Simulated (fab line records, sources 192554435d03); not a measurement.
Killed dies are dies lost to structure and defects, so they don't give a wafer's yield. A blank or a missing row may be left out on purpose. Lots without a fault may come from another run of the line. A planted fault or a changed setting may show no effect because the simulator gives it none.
Split-lot experiment | flow n5_finfet | 7 lots, 21 wafers read, on a route of 1938 steps

THE SPLIT
At N5_BEOL_M1_EXPOSE_08 (exposes mask M1), the setting dose_mj was moved away from the recipe's 33 on 9 of the 21 wafers read, by -2.2% to +6.8%. The other wafers ran this setting at the recipe's value.

FROM THE SPLIT TO THE READING: what the file shows between them, 5 steps
- N5_BEOL_M1_PEB_09: peb time 60 s
- N5_BEOL_M1_DEVELOP_10: develop time 30 s
- N5_BEOL_M1_DESCUM_16: chemistry O2, time 7 s
- N5_BEOL_M1_ETCH_74: etches underlayer in N2/H2, target depth 6.5 nm, time 5.2 s
- N5_BEOL_M1_ETCH_63: etches SiARC in CF4, target depth 15.6 nm, time 26 s

THE READING
BEOL_M1.cd_offset_nm (the simulator's own value, which no gauge read), in nm, at N5_BEOL_M1_ETCH_64 (etches SOC in N2/H2, target depth 75 nm, overetch 15 nm, time 112.5 s). The file gives no usual value for it. The 12 wafers here that ran the recipe average -0.1 nm, standard deviation 0.22 nm.

wafer  | tool, chamber at the split | dose_mj as run | against the recipe | BEOL_M1.cd_offset_nm, nm | against lot-mates on the recipe
L075.1 | euv_scanner-01, 0          | 33.66          | +2.0%              | 0.4                      | +0.6
L075.5 | euv_scanner-01, 0          | 33             | recipe             | -0.2                     | -
L075.6 | euv_scanner-01, 0          | 33.66          | +2.0%              | 0.2                      | +0.4
L076.1 | euv_scanner-01, 0          | 33             | recipe             | -0.6                     | -
L076.2 | euv_scanner-01, 0          | 32.27          | -2.2%              | -0.8                     | -0.3
L076.3 | euv_scanner-01, 0          | 33             | recipe             | -0.4                     | -
L080.1 | euv_scanner-01, 0          | 33.68          | +2.1%              | 0.2                      | +0.2
L080.3 | euv_scanner-01, 0          | 33             | recipe             | 0                        | -
L080.5 | euv_scanner-01, 0          | 33             | recipe             | 0                        | -
L083.2 | euv_scanner-01, 0          | 33             | recipe             | -0.2                     | -
L083.3 | euv_scanner-01, 0          | 33             | recipe             | -0.2                     | -
L083.4 | euv_scanner-01, 0          | 33             | recipe             | 0                        | -
L092.1 | euv_scanner-02, 0          | 35.25          | +6.8%              | 1.2                      | +1.2
L092.4 | euv_scanner-02, 0          | 33             | recipe             | 0                        | -
L092.5 | euv_scanner-02, 0          | 35.25          | +6.8%              | 1.8                      | +1.8
L094.1 | euv_scanner-01, 0          | 33.97          | +2.9%              | 0.6                      | +0.5
L094.2 | euv_scanner-01, 0          | 33             | recipe             | 0                        | -
L094.4 | euv_scanner-01, 0          | 33             | recipe             | 0.2                      | -
L096.1 | euv_scanner-02, 0          | 33.71          | +2.2%              | 0.6                      | +0.4
L096.2 | euv_scanner-02, 0          | 33             | recipe             | 0.2                      | -
L096.3 | euv_scanner-02, 0          | 33.71          | +2.2%              | 0.2                      | +0.0

THE FIT
A straight line over all 21 wafers: BEOL_M1.cd_offset_nm changes by +0.238 nm for each +1% of dose_mj; r = +0.93; the points scatter about the line by 0.22 nm.
The same after taking each lot's own level away (the mean of its wafers on the recipe; 21 wafers): +0.204 nm for each +1%; r = +0.94; scatter 0.17 nm.
On that fit, the largest move of dose_mj shifts the reading by 1.4 nm.
The lots' own levels span -0.50 to 0.20 nm, that is 3.1 times the standard deviation above.
So the lot-to-lot level changes the slope: the two fits differ.
Check: with one of the wafers moved furthest among these (+6.8%) left out of the fit, the line predicts +1.49 nm for it against its lot-mates. It came out at +1.2 nm against them.

OTHER SPLITS ON THESE WAFERS
These wafers also went through other splits before the reading. Each is held against what the fit with the lots' levels taken away leaves over:
other split on the same wafers          | wafers away from the commonest value | r with BEOL_M1.cd_offset_nm (lot level and that fit taken away)
N5_GATE_CUT_COAT_27 spin_rpm            | 5                                    | +0.08
N5_MOL_CONTACT_COAG_SPUTTER_130 power_w | 9                                    | -0.15
N5_BEOL_M0_SAQP_ETCH_107 source_w       | 9                                    | +0.20
N5_BEOL_M1_ILD_DEP_00 time_s            | 4                                    | -0.40
N5_BEOL_M1_PECVD_72 time_s              | 6                                    | -0.20

THE WHOLE CHAIN: every reading that the file lists as answering this split, in the file's order
step               | what it does                                                          | reading                                                               | change (the file's fit)               | r (the file's)
N5_BEOL_M1_ETCH_74 | etches underlayer in N2/H2, target depth 6.5 nm, time 5.2 s           | BEOL_M1.cd_offset_nm (the simulator's own value, which no gauge read) | +0.171 nm for each +1% of the setting | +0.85
N5_BEOL_M1_ETCH_63 | etches SiARC in CF4, target depth 15.6 nm, time 26 s                  | BEOL_M1.cd_offset_nm (the simulator's own value, which no gauge read) | +0.189 nm for each +1% of the setting | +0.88
N5_BEOL_M1_ETCH_64 | etches SOC in N2/H2, target depth 75 nm, overetch 15 nm, time 112.5 s | BEOL_M1.cd_offset_nm (the simulator's own value, which no gauge read) | +0.195 nm for each +1% of the setting | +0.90

THE FILE'S OWN FIT
BEOL_M1.cd_offset_nm changes by +0.195 nm for each +1% of dose_mj, r = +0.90.
